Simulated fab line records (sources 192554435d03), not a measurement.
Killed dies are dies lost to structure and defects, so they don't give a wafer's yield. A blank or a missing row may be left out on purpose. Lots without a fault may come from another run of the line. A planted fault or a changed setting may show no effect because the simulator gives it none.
Matching of chambers + flow n5-finfet + N5_BEOL_M13_DEP_53 on pecvd-03 has 3 sister chambers
The step deposits SiCN from 3MS/NH3, target thk 50 nm, time 17.8 s. 39 wafers are shown with their chamber, then 12 later ones without.

== WAFERS WITH THEIR CHAMBER ==
| wafer  | chamber | throttle-valve-pct (%) | showerhead-plenum-p-Torr (Torr) |
|--------|---------|------------------------|---------------------------------|
| L074.2 | 0       | 18.0                   | 4.125                           |
| L074.3 | 1       | 19.5                   | 4.180                           |
| L074.5 | 2       | 16.5                   | 4.157                           |
| L077.3 | 2       | 16.0                   | 4.138                           |
| L077.4 | 2       | 16.0                   | 4.137                           |
| L077.6 | 1       | 19.3                   | 4.188                           |
| L078.1 | 2       | 15.9                   | 4.137                           |
| L078.2 | 0       | 18.1                   | 4.137                           |
| L078.3 | 0       | 18.2                   | 4.137                           |
| L078.4 | 2       | 16.1                   | 4.142                           |
| L078.5 | 2       | 16.1                   | 4.142                           |
| L078.6 | 0       | 18.1                   | 4.128                           |
| L080.2 | 2       | 16.2                   | 4.144                           |
| L080.3 | 0       | 18.2                   | 4.119                           |
| L080.4 | 2       | 15.8                   | 4.143                           |
| L081.1 | 0       | 18.0                   | 4.124                           |
| L081.2 | 2       | 15.8                   | 4.147                           |
| L081.6 | 2       | 16.0                   | 4.156                           |
| L085.1 | 0       | 18.2                   | 4.130                           |
| L085.4 | 2       | 16.2                   | 4.143                           |
| L085.5 | 2       | 15.7                   | 4.151                           |
| L087.1 | 0       | 18.0                   | 4.131                           |
| L087.2 | 2       | 15.9                   | 4.144                           |
| L087.3 | 2       | 15.8                   | 4.147                           |
| L087.4 | 0       | 17.8                   | 4.136                           |
| L087.5 | 0       | 18.3                   | 4.142                           |
| L087.6 | 2       | 15.8                   | 4.145                           |
| L089.1 | 2       | 16.0                   | 4.145                           |
| L089.2 | 0       | 18.0                   | 4.128                           |
| L089.3 | 0       | 18.2                   | 4.123                           |
| L089.4 | 2       | 15.8                   | 4.149                           |
| L089.5 | 0       | 18.2                   | 4.124                           |
| L089.6 | 2       | 16.0                   | 4.142                           |
| L093.1 | 0       | 18.1                   | 4.130                           |
| L093.2 | 2       | 16.1                   | 4.137                           |
| L093.3 | 2       | 16.5                   | 4.143                           |
| L094.1 | 2       | 15.9                   | 4.145                           |
| L094.2 | 0       | 18.2                   | 4.127                           |
| L094.3 | 0       | 18.0                   | 4.138                           |

SIGNATURES (means of the wafers above)
| reading                  | chamber 0 | chamber 1 | chamber 2 | scatter within a chamber |
|--------------------------|-----------|-----------|-----------|--------------------------|
| throttle-valve-pct       | 18.100    | 19.400    | 16.005    | 0.182                    |
| showerhead-plenum-p-Torr | 4.12994   | 4.18400   | 4.14448   | 0.00592                  |
Rule: a wafer's distance from a chamber is the root of the sum, over the readings, of the square of ((its reading less the chamber's mean) divided by the reading's scatter). The wafer belongs to the nearest chamber; if the next one is less than 2 further off, it can't be placed. The scatter is the square root of a quotient: the sum, over the shown wafers, of each reading's squared deviation from its chamber's mean, divided by wafers minus chambers.

== WAFERS WITHOUT THEIR CHAMBER ==
| wafer  | throttle-valve-pct (%) | showerhead-plenum-p-Torr (Torr) |
|--------|------------------------|---------------------------------|
| L094.4 | 16.2                   | 4.156                           |
| L094.5 | 16.4                   | 4.147                           |
| L094.6 | 18.2                   | 4.129                           |
| L095.2 | 18.0                   | 4.135                           |
| L095.3 | 18.3                   | 4.135                           |
| L095.4 | 16.0                   | 4.152                           |
| L096.2 | 16.3                   | 4.144                           |
| L096.3 | 16.0                   | 4.148                           |
| L096.6 | 18.0                   | 4.134                           |
| L097.2 | 16.3                   | 4.139                           |
| L097.4 | 16.1                   | 4.139                           |
| L097.6 | 18.2                   | 4.126                           |

== WHICH CHAMBER EACH WENT THROUGH ==
| wafer  | from the rows above | in truth |
|--------|---------------------|----------|
| L094.4 | 2                   | 2        |
| L094.5 | 2                   | 2        |
| L094.6 | 0                   | 0        |
| L095.2 | 0                   | 0        |
| L095.3 | 0                   | 0        |
| L095.4 | 2                   | 2        |
| L096.2 | 2                   | 2        |
| L096.3 | 2                   | 2        |
| L096.6 | 0                   | 0        |
| L097.2 | 2                   | 2        |
| L097.4 | 2                   | 2        |
| L097.6 | 0                   | 0        |
Correctly placed: 12 of 12. Not placeable from these rows: 0. Placed wrongly: 0.
